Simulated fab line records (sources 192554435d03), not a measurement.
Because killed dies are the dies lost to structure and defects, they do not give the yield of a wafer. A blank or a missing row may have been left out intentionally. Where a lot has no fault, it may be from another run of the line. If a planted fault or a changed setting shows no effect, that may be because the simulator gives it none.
Chamber matching -- flow n5Finfet -- N5_SDB_DESCUM_16 on rieDiel-05 has 4 sister chambers
The step chemistry O2, time 7.9 s. 4 wafers are shown with their chamber, then 8 later ones without.

## EACH WAFER AND ITS CHAMBER
wafer,chamber,drypumpMotorCurrentA (A)
L080.5,0,5.8
L082.2,1,5.6
L082.4,2,6.5
L087.3,3,5.2

## WAFERS WHOSE CHAMBER IS MISSING
wafer,drypumpMotorCurrentA (A)
L087.4,5.6
L087.5,6.6
L089.2,5.8
L089.4,6.5
L089.5,6.5
L090.1,5.6
L090.3,5.7
L090.5,6.6

## CHAMBER TAKEN BY EACH
wafer,from the rows above,in truth
L087.4,1,1
L087.5,2,2
L089.2,0,0
L089.4,2,2
L089.5,2,2
L090.1,1,1
L090.3,can't be placed: 0 or 1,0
L090.5,2,2
Correctly placed: 7 of 8. Not placeable from these rows: 1 (in 1, the candidates include the true chamber). Wrongly placed: 0.
How it was worked out, from the rows above alone: a wafer's distance from a chamber is the root of the sum, over the readings, of the square of ((its reading less the chamber's mean) divided by the reading's scatter). If the next closest chamber is less than 2 further off than the closest, the wafer can't be placed; otherwise it belongs to the closest. Each chamber's mean is taken over the wafers shown for it. The scatter (one wafer shown for each chamber): square how far every hidden wafer sits from the nearest shown wafer, average those squares and take the square root.
